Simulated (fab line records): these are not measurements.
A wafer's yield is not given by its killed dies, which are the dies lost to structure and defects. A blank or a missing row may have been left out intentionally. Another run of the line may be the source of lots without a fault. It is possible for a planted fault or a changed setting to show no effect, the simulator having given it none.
Problem report in the 8D (eight disciplines) form, filled by code || flow n5Finfet || the parts of the form that need people (team, actions taken, sign-off) are left out

## 1. PROBLEM STATEMENT
Wafers without a fault read 241, standard deviation 82; rawDefectCount at N5_FIN_SAQP_INSPECT_40 reads a mean of 1806 on 6 wafers belonging to 2 lots. That puts it +19 standard deviations away from the usual mean.
The step: inspects for defects (brightfield).
First observed at day 5 04:35: wafer L657.1, on defectInspect-02. Wafers with a number at this step in the record: 21, from 8 lots. The rule behind "out" and "out of limits": a value lying over 4 standard deviations away from the usual mean. The rest of the wafers with a number are treated as sound.

## 2. WHAT IT IS; WHAT IT IS NOT
{"question": "which readings at this step", "is": "rawDefectCount", "is not": "-"}
{"question": "which lots", "is": "L657, L658", "is not": "L646, L647, L650, L664, L665, L668"}
{"question": "which wafers of those lots", "is": "all that have a number", "is not": "-"}
{"question": "read on which gauges", "is": "defectInspect-01, defectInspect-02", "is not": "-"}
{"question": "when", "is": "from day 5 04:35", "is not": "up to then (9 sound wafers); but 6 sound wafers of L664, L665, L668 came after"}

## 3. THE SUSPECTS, EACH WITH WHAT RULES IT OUT
Counting: any tool at a process step up to the reading is kept as a suspect provided that every lot that is out went through it and no sound lot did after the first of them.
- the gauge at N5_FIN_SAQP_INSPECT_40 is ruled out. The wafers that are out were read on 2 gauges (defectInspect-01, defectInspect-02).
- pecvd-01 at N5_FIN_SAQP_HM_DEP_03 (deposits SiNx from SiH4/NH3/N2, target thk 38 nm, time 33.6 s): kept. It ran every lot that is out, first L657 (day 4 21:55), and no sound lot after that.
- rieSi-02 at N5_FIN_SAQP_MANDREL_ETCH_22 (etches a-Si in HBr/Cl2, stops on SiNx, target depth 60 nm, bt time 10 s, time 30 s): ruled out as a lasting fault. The sound lots L668 went through it after L657, its earliest lot that is out (day 4 23:11).
Remaining after the count: pecvd-01 at N5_FIN_SAQP_HM_DEP_03.

## 4. THE CAUSE (what the simulator had put in)
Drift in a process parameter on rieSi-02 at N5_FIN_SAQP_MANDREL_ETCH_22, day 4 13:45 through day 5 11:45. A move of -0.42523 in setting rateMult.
The count ruled it out by mistake, since the rule takes a fault to strike every lot its tool runs from the start of the fault on, and this one did not do so.

## 5. THE EFFECT CHAIN, in route order
Rows list readings where the struck wafers' mean (over those with a number) sits beyond 3 standard deviations from the usual. Only readings for which the record gives a usual standard deviation are gone through. hours: the time from each lot's start at the first step in this table that gives one to its start at this step, as a median over the lots. sigmas: the change in usual standard deviations.
{"hours": 0, "step": "N5_FIN_SAQP_MANDREL_ETCH_22", "reading": "oesProductAu", "usual": "0.765 a.u.", "on struck wafers": 0.692, "change": -0.073, "sigmas": -4.3}
{"hours": 2, "step": "N5_FIN_SAQP_SPACER1_ETCHBACK_25", "reading": "oesProductAu", "usual": "0.78 a.u.", "on struck wafers": 0.28, "change": -0.50, "sigmas": -6.1}
{"hours": 5, "step": "N5_FIN_SAQP_INSPECT_40", "reading": "rawDefectCount", "usual": 241, "on struck wafers": 1806, "change": "+1565", "sigmas": "+19"}
{"hours": 280, "step": "N5_PASSIVATION_PROBE_49", "reading": "defectLimitedYield", "usual": "91.3 %", "on struck wafers": 0.0, "change": -91.3, "sigmas": -65}
{"hours": 280, "step": "N5_PASSIVATION_PROBE_49", "reading": "killedAtFrontEnd", "usual": 39, "on struck wafers": 1116, "change": "+1077", "sigmas": "+99 or more"}
{"hours": 280, "step": "N5_PASSIVATION_PROBE_49", "reading": "killedDies", "usual": 103, "on struck wafers": 1180, "change": "+1077", "sigmas": "+67"}
{"hours": 280, "step": "N5_PASSIVATION_PROBE_49", "reading": "killedOnRim", "usual": 13, "on struck wafers": 152, "change": "+139", "sigmas": "+35"}
{"hours": 280, "step": "N5_PASSIVATION_PROBE_49", "reading": "sort_bin_5_function", "usual": "5.1 %", "on struck wafers": 96.8, "change": "+91.7", "sigmas": "+99 or more"}
{"hours": 280, "step": "N5_PASSIVATION_PROBE_49", "reading": "sortNPass", "usual": 1077, "on struck wafers": 0, "change": -1077, "sigmas": -63}
{"hours": 280, "step": "N5_PASSIVATION_PROBE_49", "reading": "sortYieldPct", "usual": "91.2 %", "on struck wafers": 0.0, "change": -91.2, "sigmas": -65}
It contains these process steps:
- N5_FIN_SAQP_MANDREL_ETCH_22: etches a-Si in HBr/Cl2, stops on SiNx, target depth 60 nm, bt time 10 s, time 30 s.
- N5_FIN_SAQP_SPACER1_ETCHBACK_25: etches SiO2 in CHF3/O2, target depth 24.4 nm, time 12.2 s.
- N5_PASSIVATION_PROBE_49

## 6. WHAT WOULD HAVE CAUGHT IT SOONER
In this record the first reading out of limits at a measuring or inspecting step was taken at day 5 04:35, 15 hours after the fault began at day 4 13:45.
The tool's own readings at N5_FIN_SAQP_MANDREL_ETCH_22 were out on some of the struck wafers (oesProductAu): an alarm limit on them would have fired on those.
